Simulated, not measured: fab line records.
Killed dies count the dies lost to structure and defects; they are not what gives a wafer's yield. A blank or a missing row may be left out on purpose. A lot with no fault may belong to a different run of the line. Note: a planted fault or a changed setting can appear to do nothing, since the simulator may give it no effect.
fab line records    flow n5Finfet
[record] lots = 7  wafers = 39
route steps=1938 shown WELL_APT@32 HKMG_FIN@435 GATE_CUT@493 MOL_CONTACT_COAG@559
startH: hours from the record's opening day to when the first of the lot's shown wafers began    waitH: hours elapsed since this lot's preceding step    " unchanged from the row above    L1.1+2: one row covering several wafers at once    - no value, or no start was given    * or withheld: withheld    < > ~ a bound
route shown NAME@n: NAME is a module with steps in the file, n the number in the route of the first one    usual: the fault-free wafers' mean and standard deviation    same: alike in all rows    chamber/n: place in a boat    sites: per-site readings    _std_site: how widely they spread, as a standard deviation    _edge_site: inner sites' mean taken away from outer sites' mean    radiusMm: for every site, how far away it sits from the centre of the wafer    mask NAME#n: copy n    behind: tool/chamber where the wafer was last shaped    hold: reason for holding the lot/hours on hold/outcome of the hold    device: names the non-switching transistor (n, p or np)    end of line: the same wafers' tests at the end of the route    where a step has no rows: the recipe by itself    killed: at the first sort, the dies lost to defects and structure; wafer yield is something else    map: shows each die of a wafer: x if killed, . if not, _ if none is there
set.NAME: the run value of the setting; set.NAME@STEP: its run value at that earlier step    model.NAME: the simulator's own value behind a step, which no gauge read
lots whose settings were changed on purpose; a table a step, a row a wafer
[[steps]]
[step N5_WELL_APT_IMPLANT_14]
[recipe] species = P  energyKev = 160  doseCm2 = 1.5e+13  tiltDeg = 0  rotationDeg = 0
lot.wafer         tool          chamber  startH  waitH  set.energyKev  model.implant.rpNm  model.implant.drpNm
L074.1+5+6        implanter-02  0        14.14   0.1    160            201.6               65.9
L074.2+3+4        "             0        "       "      146.4          183.8               61.63
L078.1+3+4        implanter-02  0        38.22   0.1    160            201.9               65.9
L078.2+5+6        "             0        "       "      172.3          217.9               69.59
L079.1+2+3+4+5+6  implanter-02  0        43.92   0.1    160            196.5               65.9
L082.1+2+6        implanter-01  0        62.19   0.1    160            208.3               65.9
L082.3+4+5        "             0        "       "      149.1          193.5               62.51
L085.4+5+6        implanter-02  0        80.05   0.2    160            196.3               65.9
L093.1+3+4        implanter-01  0        127.74  0.1    160            199.7               65.9
L093.2+5+6        "             0        "       "      150.8          187.8               63.05
L096.1+4+5        implanter-02  0        145.87  0.1    171.3          214.7               69.29
L096.2+3+6        "             0        "       "      160            200.2               65.9
[step N5_HKMG_FIN_ETCH_32]
[recipe] chemistry = N2/H2  target = SOC  targetDepthA = 2400  tempC = 40  timeS = 300  ionEnergyEv = 200  maskMaterial = SiARC  pressureMtorr = 30  sourceW = 840  biasW = 150  n2FlowSccm = 200  h2FlowSccm = 200
[usual] rfVppV = 524.5/2.7
lot.wafer  tool        chamber  startH  waitH  set.biasW  rfVppV  model.etch.depthNm  model.HKMG_FIN.featureDepthNm  model.SiARC_of_HKMG_FIN_COAT_30.thkNm
L074.1     rieDiel-05  2        74.75   0.0    150        520.1   238.9               239                            21.4
L074.2     "           3        "       "      173.5      576.8   258.9               258.8                          18.4
L074.3     "           0        "       "      150        523.0   233.9               234                            21.8
L074.4     "           1        "       "      173.5      578.3   260.2               260.2                          17.8
L074.5     "           1        "       "      150        525.9   240.5               240.4                          20.6
L074.6     "           0        "       "      173.5      569.9   252.4               252.4                          19.2
L078.1     rieDiel-04  0        97.91   0.0    150        525.3   239.1               239                            20.8
L078.2     "           2        "       "      150        526.0   247.7               247.8                          20.4
L078.3     "           1        "       "      157.5      543.1   248.4               248.4                          19.8
L078.4     "           3        "       "      150        520.6   248.3               248.2                          20.4
L078.5     "           3        "       "      157.5      537.7   253.7               253.8                          19.6
L078.6     "           0        "       "      157.5      540.4   245.6               245.6                          20
L079.1     rieDiel-04  2        106.99  0.0    123.4      463.2   228.7               228.6                          23.8
L079.2     "           0        "       "      123.4      465.1   220                 220                            23.8
L079.3     "           3        "       "      150        521.7   250.7               250.8                          20.4
L079.4     "           0        "       "      150        525.0   242.4               242.4                          20.8
L079.5     "           3        "       "      123.4      458.8   229.3               229.2                          23.8
L079.6     "           2        "       "      150        524.4   250.3               250.2                          20.4
L082.1     rieDiel-04  0        125.80  0.0    163.3      552.7   252                 252                            19.4
L082.2     "           1        "       "      163.3      554.7   257.7               257.6                          19
L082.3     "           3        "       "      150        521.2   250.3               250.4                          20.4
L082.4     "           2        "       "      163.3      553.6   259.8               259.8                          19
L082.5     "           3        "       "      150        521.0   249.4               249.4                          20.6
L082.6     "           0        "       "      150        525.9   243.4               243.4                          20.8
L085.4     rieDiel-06  0        142.67  0.0    150        528.1   245.3               245.2                          21.2
L085.5     "           3        "       "      150        528.0   240.7               240.8                          21.2
L085.6     "           2        "       "      150        522.4   236.9               237                            21.2
L093.1     rieDiel-06  3        208.24  0.0    150        527.5   241.9               241.8                          21.4
L093.2     "           2        "       "      150        524.2   234.3               234.4                          21.4
L093.3     "           0        "       "      150        527.2   246.7               246.8                          21.4
L093.4     "           3        "       "      158.5      546.4   247.2               247.2                          20.4
L093.5     "           0        "       "      158.5      546.7   253                 253                            20.6
L093.6     "           2        "       "      158.5      542.2   242.5               242.4                          20.4
L096.1     rieDiel-05  2        219.66  0.0    167.9      565.7   261.2               261.2                          19
L096.2     "           1        "       "      167.9      563.7   262.9               262.8                          18.2
L096.3     "           0        "       "      150        521.1   232                 232                            22
L096.4     "           3        "       "      150        526.4   241.9               242                            21.2
L096.5     "           0        "       "      167.9      558.7   247.2               247.2                          19.8
L096.6     "           3        "       "      150        526.0   242.4               242.4                          21.2
[step N5_GATE_CUT_ETCH_37]
[recipe] chemistry = N2/H2  target = SOC  targetDepthA = 600  overetchA = 120  maskMaterial = SiARC  tempC = 40  timeS = 90  ionEnergyEv = 200  pressureMtorr = 30  sourceW = 840  biasW = 150  n2FlowSccm = 200  h2FlowSccm = 200
[usual] rfVppV = 524.3/2.3
lot.wafer  tool        chamber  startH  waitH  set.biasW  rfVppV  model.SiARC_of_GATE_CUT_COAT_35.thkNm
L074.1     rieDiel-03  0        82.89   0.0    150        522.7   6.2
L074.2     "           2        "       "      150        524.5   6
L074.3     "           3        "       "      150        525.2   6
L074.4     "           1        "       "      150        525.6   6.2
L074.5     "           1        "       "      150        527.6   6.2
L074.6     "           0        "       "      150        524.3   6
L078.1     rieDiel-01  2        106.37  0.0    150        525.9   6
L078.2     "           3        "       "      159        542.0   5.6
L078.3     "           0        "       "      150        525.5   6
L078.4     "           2        "       "      159        545.2   5.8
L078.5     "           3        "       "      150        524.7   5.8
L078.6     "           0        "       "      159        543.2   5.8
L079.1     rieDiel-03  0        115.18  0.0    150        524.5   6
L079.2     "           1        "       "      171.7      574.1   5.4
L079.3     "           2        "       "      150        526.1   6
L079.4     "           1        "       "      171.7      572.5   5.4
L079.5     "           0        "       "      150        524.2   6
L079.6     "           2        "       "      171.7      570.5   5.4
L082.1     rieDiel-03  1        134.09  0.0    139.8      503.2   6.4
L082.2     "           2        "       "      139.8      502.7   6.4
L082.3     "           3        "       "      139.8      502.7   6.2
L082.4     "           0        "       "      150        523.2   6
L082.5     "           2        "       "      150        524.5   6
L082.6     "           1        "       "      150        527.2   6
L085.4     rieDiel-01  2        151.25  0.0    150        525.5   6
L085.5     "           3        "       "      150        524.0   5.8
L085.6     "           2        "       "      150        525.9   6
L093.1     rieDiel-01  0        217.37  0.0    150        524.7   6.2
L093.2     "           2        "       "      150        524.3   6
L093.3     "           1        "       "      150        528.8   6
L093.4     "           0        "       "      150        524.0   6.2
L093.5     "           2        "       "      150        525.7   6
L093.6     "           1        "       "      150        529.2   6
L096.1     rieDiel-01  2        228.17  0.0    150        526.0   6
L096.2     "           1        "       "      130.8      485.3   6.6
L096.3     "           0        "       "      150        522.5   6.2
L096.4     "           3        "       "      130.8      480.8   6.6
L096.5     "           3        "       "      150        523.5   5.8
L096.6     "           2        "       "      130.8      480.3   6.6
[step N5_MOL_CONTACT_COAG_ALD_27]
[recipe] material = SiOC  targetThkA = 170  tempC = 400  aldPrecursorFamily = carbosiloxane  aldCoReactant = H2-plasma  pulseTimeS = 1.5  timeS = 2720  purgeTimeS = 2  coReactantPurgeTimeS = 2  aldCycles = 340  pressureTorr = 2
lot.wafer     tool       chamber  startH  waitH  set.timeS  model.SiOC_of_MOL_CONTACT_COAG_ALD_27.thkNm
L074.1+5      aldSin-01  2        93.46   0.0    2720       16.8
L074.2+3+4+6  "          1,0,3,3  "       "      2720       17
L078.1+3+6    aldSin-01  3,2,2    118.72  0.0    2720       16.8
L078.2+4+5    "          0,1,1    "       "      2720       17
L079.1+2+4    aldSin-01  1,0,3    126.77  0.0    2720       17
L079.3+5+6    "          2,2,3    "       "      2720       16.8
L082.1+6      aldSin-04  1,2      143.46  0.0    2720       17
L082.2+3      "          3,0      "       "      3072       16.8
L082.4        "          2        "       "      2720       17.2
L082.5        "          3        "       "      3072       17
L085.4+5+6    aldSin-03  3,0,3    162.82  0.0    2720       16.8
L093.1+3+6    aldSin-04  1,3,0    228.75  0.0    2329       14.6
L093.2        "          2        "       "      2720       17.2
L093.4+5      "          0,1      "       "      2720       17
L096.1+4+5    aldSin-04  1,3,3    238.41  0.1    2720       17
L096.2+6      "          0        "       "      3027       17
L096.3        "          2        "       "      3027       17.2
[step N5_MOL_CONTACT_COAG_CVD_140]
[recipe] material = W  targetThkA = 665  mode = selectiveFill  tempC = 300  timeS = 215
lot.wafer  tool     chamber  startH  waitH  set.targetThkA  model.W_of_MOL_CONTACT_COAG_CVD_140.thkNm
L074.1     cvdW-01  0        99.60   0.1    665             65.6
L074.2+6   "        1        "       "      665             66.2
L074.3+5   "        0        "       "      665             66.8
L074.4     "        1        "       "      665             65.8
L078.1     cvdW-01  1        124.41  0.1    750.7           74.6
L078.2     "        0        "       "      665             66.6
L078.3     "        0        "       "      665             68
L078.4     "        1        "       "      665             66.8
L078.5     "        0        "       "      750.7           75.4
L078.6     "        1        "       "      750.7           74.8
L079.1     cvdW-02  1        132.01  0.1    611.3           62
L079.2     "        0        "       "      665             66.4
L079.3+4   "        0,1      "       "      611.3           61.4
L079.5     "        1        "       "      665             67.6
L079.6     "        0        "       "      665             67.2
L082.1     cvdW-01  0        148.86  0.1    665             64.8
L082.2     "        1        "       "      593.3           57.4
L082.3     "        0        "       "      665             65.6
L082.4     "        1        "       "      593.3           56.8
L082.5     "        0        "       "      593.3           58.2
L082.6     "        1        "       "      665             65.2
L085.4     cvdW-02  1        168.86  0.1    665             67
L085.5     "        1        "       "      665             67.8
L085.6     "        0        "       "      665             65.4
L093.1     cvdW-02  0        235.13  0.1    753.2           74.6
L093.2     "        1        "       "      753.2           75.8
L093.3     "        1        "       "      665             67
L093.4     "        0        "       "      665             66
L093.5     "        0        "       "      753.2           74.4
L093.6     "        1        "       "      665             66.8
L096.1     cvdW-01  0        243.68  0.1    665             65.8
L096.2     "        1        "       "      665             66.8
L096.3     "        0        "       "      665             67.2
L096.4     "        1        "       "      665             66.6
L096.5+6   "        1,0      "       "      665             66.2
[[key]]
[split] step = N5_WELL_APT_IMPLANT_14  setting = energyKev  stated = 160  by = wafer
[response] step = N5_WELL_APT_IMPLANT_14  reading = model.implant.rpNm  change = +2.09  per = 1%  r = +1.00
[response] step = N5_WELL_APT_IMPLANT_14  reading = model.implant.drpNm  change = +0.491  per = 1%  r = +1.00
[split] step = N5_HKMG_FIN_ETCH_32  setting = biasW  stated = 150  by = wafer
[response] step = N5_HKMG_FIN_ETCH_32  reading = rfVppV  change = +3.37  per = 1%  r = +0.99
[response] step = N5_HKMG_FIN_ETCH_32  reading = model.etch.depthNm  change = +1.25  per = 1%  r = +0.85
[response] step = N5_HKMG_FIN_ETCH_32  reading = model.HKMG_FIN.featureDepthNm  change = +1.25  per = 1%  r = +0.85
[response] step = N5_HKMG_FIN_ETCH_32  reading = model.SiARC_of_HKMG_FIN_COAT_30.thkNm  change = -0.183  per = 1%  r = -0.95
[split] step = N5_GATE_CUT_ETCH_37  setting = biasW  stated = 150  by = wafer
[response] step = N5_GATE_CUT_ETCH_37  reading = rfVppV  change = +3.25  per = 1%  r = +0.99
[response] step = N5_GATE_CUT_ETCH_37  reading = model.SiARC_of_GATE_CUT_COAT_35.thkNm  change = -0.0435  per = 1%  r = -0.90
[split] step = N5_MOL_CONTACT_COAG_ALD_27  setting = timeS  stated = 2720  by = wafer
[response] step = N5_MOL_CONTACT_COAG_ALD_27  reading = model.SiOC_of_MOL_CONTACT_COAG_ALD_27.thkNm  shape = bent  atLowest = 14.6  atStated = 16.94  atHighest = 16.87
[split] step = N5_MOL_CONTACT_COAG_CVD_140  setting = targetThkA  stated = 665  by = wafer
[response] step = N5_MOL_CONTACT_COAG_CVD_140  reading = model.W_of_MOL_CONTACT_COAG_CVD_140.thkNm  change = +0.647  per = 1%  r = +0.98
